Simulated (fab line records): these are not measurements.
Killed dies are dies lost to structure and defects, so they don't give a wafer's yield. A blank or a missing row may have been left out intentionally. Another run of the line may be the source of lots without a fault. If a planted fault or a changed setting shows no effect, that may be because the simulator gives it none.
Comparing a struck lot with a sound one | flow nand-harc | 20 steps out of a route of 1159
Sound: these wafers, L867.1, L867.4, L867.6. Struck: wafers L877.1, L877.3, L877.6. The cause comes at the end.
At each step with rows: each side's tool, then ch and its chambers, then its first start. Under that, the readings that differ: sound wafers | struck wafers | difference of the means | sigmas: that difference in standard deviations of wafers without a fault.
alike: readings with means less than 2 such deviations apart, plus words and numbers identical on both sides. not compared: withheld readings, readings lacking a value on some wafer, bounds such as >300 that could conceal the same value, and numbers that have no deviation in the record and whose values overlap.
A row with sigmas, a row that says differs or no value, or rows on one side alone: a step with any of these is where the two part. Numbers that don't overlap but have no deviation are shown without sigmas and don't part them. A reading missing from all wafers of one side parts the sides only when that side holds two or more wafers.

NHARC_A_BLC_CMP_25: polishes, t overpolish 30 s, target thk 150 nm.
  sound on cmp-02 ch 1,2,3, day 18 05:04; struck on cmp-02 ch 0,2,3, day 20 21:16
  alike: motor-current-A, overpolish-run-s, time-to-endpoint-s
  not compared: pad-life-wafers
after that, 1 step had no rows for these wafers: NHARC_A_BLC_SRD_27.
NHARC_A_BLC_INSPECT_28:
  sound on defect-inspect-01, day 18 05:28; struck on defect-inspect-01, day 20 21:37
  alike: raw-defect-count
then, 8 steps without rows for these wafers: NHARC_A_M0_DEP_00 (deposits SiOC, target thk 150 nm); NHARC_A_M0_DEHYDRATE_01 (time 120 s); NHARC_A_M0_HMDS_02 (time 30 s); NHARC_A_M0_COAT_33 (time 65 s); NHARC_A_M0_COAT_03 (resist thk 90 nm); NHARC_A_M0_SOFTBAKE_04 (time 55 s); NHARC_A_M0_EBR_05; NHARC_A_M0_EXPOSE_06 (exposes mask A M0, target cd 80 nm).
NHARC_A_M0_PEB_07: peb time 65 s.
  sound on litho-track-04 ch 0, day 18 06:18; struck on litho-track-04 ch 0, day 20 22:28
  reading                  | sound               | struck               | difference | sigmas
  heater-power-total-W (W) | 156.2 156.1 156.0   | 180.8 180.5 180.6    | +24.5      | +60
  plate-temp-C (C)         | 100.06 100.02 99.88 | 111.47 111.32 111.39 | +11.41     | +76
  alike: chill-plate-temp-C
then, 1 step without rows for these wafers: NHARC_A_M0_DEVELOP_08 (develop time 35 s).
NHARC_A_M0_CD_MEAS_09 targets a cd of 80 nm.
  sound on cd-sem-01 ch 0, day 18 06:23; struck on cd-sem-03 ch 0, day 20 22:32
  reading    | sound          | struck            | difference | sigmas
  cd-nm (nm) | 80.7 80.9 80.9 | 114.0 113.3 113.7 | +32.8      | +42
NHARC_A_M0_OVL_MEAS_10: pitch 160 nm.
  sound on overlay-01, day 18 06:28; struck on overlay-02, day 20 22:37
  alike: overlay-x-nm, overlay-y-nm
NHARC_A_M0_INSPECT_11:
  sound on defect-inspect-02, day 18 06:30; struck on defect-inspect-01, day 20 22:40
  alike: raw-defect-count
NHARC_A_M0_DESCUM_14: chemistry O2, time 3 s.
  sound on rie-diel-07 ch 0,1,2, day 18 06:35; struck on rie-diel-07 ch 2,3, day 20 22:44
  reading               | sound             | struck            | difference | sigmas
  model.A_M0.cd-nm (nm) | 80.09 80.14 81.05 | 113.7 114.4 113.7 | +33.5      |
  alike: drypump-motor-current-A, o2-flow-sccm, oes-product-au, rf-vpp-V, showerhead-plenum-p-Torr, throttle-valve-pct
  not compared: rf-hours-counter-h
NHARC_A_M0_ETCH_34: etches the open film in N2/H2, target depth 40 nm, overetch 12 nm, time 43.94 s.
  sound on rie-diel-07 ch 2,3, day 18 06:39; struck on rie-diel-07 ch 0,1,3, day 20 22:49
  alike: drypump-motor-current-A, oes-product-au, rf-vpp-V, showerhead-plenum-p-Torr, throttle-valve-pct
  not compared: rf-hours-counter-h
NHARC_A_M0_ETCH_15: etches the open film in C4F8/Ar, target depth 150 nm, overetch 15 nm, time 82.5 s.
  sound: rie-diel-07 ch 2,3; struck: rie-diel-07 ch 0,1,2
  reading               | sound            | struck            | difference | sigmas
  model.A_M0.cd-nm (nm) | 80.48 79.7 80.61 | 113.5 114.5 113.5 | +33.6      |
  alike: oes-product-au, rf-vpp-V
  not compared: rf-hours-counter-h
NHARC_A_M0_CD_MEAS_16:
  sound on cd-sem-01, day 18 06:52; struck on cd-sem-03, day 20 23:02
  reading    | sound          | struck            | difference | sigmas
  cd-nm (nm) | 80.6 79.7 80.7 | 113.7 114.4 113.5 | +33.5      | +34

## WHERE THEY PART
At NHARC_A_M0_PEB_07 first; at NHARC_A_M0_CD_MEAS_16 last (within this record only).

WHY: what the simulator had put in
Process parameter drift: litho-track-04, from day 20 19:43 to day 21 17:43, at NHARC_A_M0_PEB_07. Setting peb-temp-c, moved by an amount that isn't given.
